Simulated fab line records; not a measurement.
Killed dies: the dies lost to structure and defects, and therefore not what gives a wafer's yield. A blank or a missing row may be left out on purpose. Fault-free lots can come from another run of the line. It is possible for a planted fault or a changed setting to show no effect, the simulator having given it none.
Chamber matching || flow n5 finfet || 4 sister chambers for N5_BEOL_M9_ALD_74 on ald metal-04
The step deposits TaN, target thk 2 nm, pulse time 2 s, purge time 3 s. 8 wafers are shown with their chamber, then 7 later ones without.

WAFERS PAIRED WITH THEIR CHAMBERS
{"wafer": "L079.4", "chamber": 1, "heater power outer w (W)": 248, "heater power w (W)": 442}
{"wafer": "L080.3", "chamber": 0, "heater power outer w (W)": 222, "heater power w (W)": 435}
{"wafer": "L084.4", "chamber": 2, "heater power outer w (W)": 226, "heater power w (W)": 433}
{"wafer": "L088.1", "chamber": 3, "heater power outer w (W)": 252, "heater power w (W)": 440}
{"wafer": "L088.4", "chamber": 0, "heater power outer w (W)": 220, "heater power w (W)": 437}
{"wafer": "L088.6", "chamber": 3, "heater power outer w (W)": 253, "heater power w (W)": 457}
{"wafer": "L090.3", "chamber": 1, "heater power outer w (W)": 249, "heater power w (W)": 452}
{"wafer": "L090.4", "chamber": 2, "heater power outer w (W)": 227, "heater power w (W)": 440}

WAFERS WHOSE CHAMBER IS MISSING
{"wafer": "L090.5", "heater power outer w (W)": 223, "heater power w (W)": 437}
{"wafer": "L095.2", "heater power outer w (W)": 246, "heater power w (W)": 451}
{"wafer": "L095.3", "heater power outer w (W)": 225, "heater power w (W)": 446}
{"wafer": "L095.4", "heater power outer w (W)": 245, "heater power w (W)": 446}
{"wafer": "L097.2", "heater power outer w (W)": 225, "heater power w (W)": 438}
{"wafer": "L097.3", "heater power outer w (W)": 253, "heater power w (W)": 460}
{"wafer": "L097.4", "heater power outer w (W)": 221, "heater power w (W)": 434}

WHICH CHAMBER EACH ONE RAN IN
{"wafer": "L090.5", "from the rows above": "can't be placed: 0 or 2", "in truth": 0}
{"wafer": "L095.2", "from the rows above": 1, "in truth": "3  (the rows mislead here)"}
{"wafer": "L095.3", "from the rows above": 2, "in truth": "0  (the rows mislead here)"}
{"wafer": "L095.4", "from the rows above": 1, "in truth": 1}
{"wafer": "L097.2", "from the rows above": 2, "in truth": 2}
{"wafer": "L097.3", "from the rows above": 3, "in truth": 3}
{"wafer": "L097.4", "from the rows above": 0, "in truth": 0}
Correctly placed: 4 of 7. From these rows, 1 cannot be placed; in 1 the true chamber is one of the candidates. 2 placed wrongly.
How it was worked out, from the rows above alone: a wafer's distance from a chamber is the root of the sum, over the readings, of the square of ((its reading less the chamber's mean) divided by the reading's scatter). The wafer belongs to the nearest chamber; if the next one is less than 2 further off, it can't be placed. Each chamber's mean is taken over the wafers shown for it. The scatter: the root of (the sum of the squares of (reading less its chamber's mean) over the shown wafers, divided by (wafers less chambers)).
